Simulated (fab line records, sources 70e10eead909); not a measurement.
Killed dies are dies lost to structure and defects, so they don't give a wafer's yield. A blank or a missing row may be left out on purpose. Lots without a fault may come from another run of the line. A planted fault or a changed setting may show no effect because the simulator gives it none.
Chamber matching | flow nand_harc | NHARC_A_BLC_STRIP_21 on rie_diel-03: 4 sister chambers
The step strips in O2. 18 wafers are shown with their chamber, then 9 later ones without.

WAFERS WITH THEIR CHAMBER
wafer  | chamber | showerhead_plenum_p_Torr (Torr) | drypump_motor_current_A (A) | oes_product_au (a.u.)
L079.1 | 0       | 3.68                            | 5.3                         | 1.022
L079.2 | 3       | 3.78                            | 5.8                         | 0.979
L079.6 | 3       | 3.78                            | 5.8                         | 0.977
L078.1 | 1       | 3.45                            | 5.4                         | 0.995
L078.3 | 3       | 3.78                            | 5.8                         | 0.990
L078.6 | 0       | 3.67                            | 5.4                         | 1.015
L082.3 | 3       | 3.78                            | 5.8                         | 0.988
L082.5 | 0       | 3.67                            | 5.4                         | 0.999
L082.6 | 3       | 3.78                            | 5.8                         | 0.992
L083.1 | 2       | 3.53                            | 6.2                         | 1.002
L083.2 | 1       | 3.45                            | 5.4                         | 0.991
L083.4 | 3       | 3.78                            | 5.8                         | 0.989
L085.1 | 0       | 3.67                            | 5.4                         | 1.013
L085.2 | 2       | 3.53                            | 6.2                         | 0.993
L085.3 | 1       | 3.45                            | 5.4                         | 1.012
L088.3 | 0       | 3.67                            | 5.4                         | 1.008
L088.4 | 3       | 3.78                            | 5.8                         | 1.006
L088.6 | 1       | 3.45                            | 5.5                         | 0.994

SIGNATURES (means of the wafers above)
reading                  | chamber 0 | chamber 1 | chamber 2 | chamber 3 | scatter within a chamber
showerhead_plenum_p_Torr | 3.6720    | 3.4500    | 3.5300    | 3.7800    | 0.00239
drypump_motor_current_A  | 5.380     | 5.425     | 6.200     | 5.800     | 0.0333
oes_product_au           | 1.01140   | 0.99800   | 0.99750   | 0.98871   | 0.00905
Rule: a wafer's distance from a chamber is the root of the sum, over the readings, of the square of ((its reading less the chamber's mean) divided by the reading's scatter). The wafer belongs to the nearest chamber; if the next one is less than 2 further off, it can't be placed. The scatter: the root of (the sum of the squares of (reading less its chamber's mean) over the shown wafers, divided by (wafers less chambers)).

WAFERS WITHOUT THEIR CHAMBER
wafer  | showerhead_plenum_p_Torr (Torr) | drypump_motor_current_A (A) | oes_product_au (a.u.)
L089.2 | 3.45                            | 5.4                         | 0.984
L089.3 | 3.53                            | 6.2                         | 0.982
L089.4 | 3.67                            | 5.4                         | 0.995
L093.2 | 3.52                            | 6.2                         | 0.988
L093.4 | 3.67                            | 5.4                         | 1.000
L093.6 | 3.52                            | 6.2                         | 0.980
L097.1 | 3.77                            | 5.8                         | 0.991
L097.2 | 3.45                            | 5.5                         | 0.974
L097.3 | 3.67                            | 5.4                         | 1.007

WHICH CHAMBER EACH WENT THROUGH
wafer  | from the rows above | in truth
L089.2 | 1                   | 1
L089.3 | 2                   | 2
L089.4 | 0                   | 0
L093.2 | 2                   | 2
L093.4 | 0                   | 0
L093.6 | 2                   | 2
L097.1 | 3                   | 3
L097.2 | 1                   | 1
L097.3 | 0                   | 0
Placed correctly: 9 of 9. Can't be placed from these rows: 0. Placed wrongly: 0.
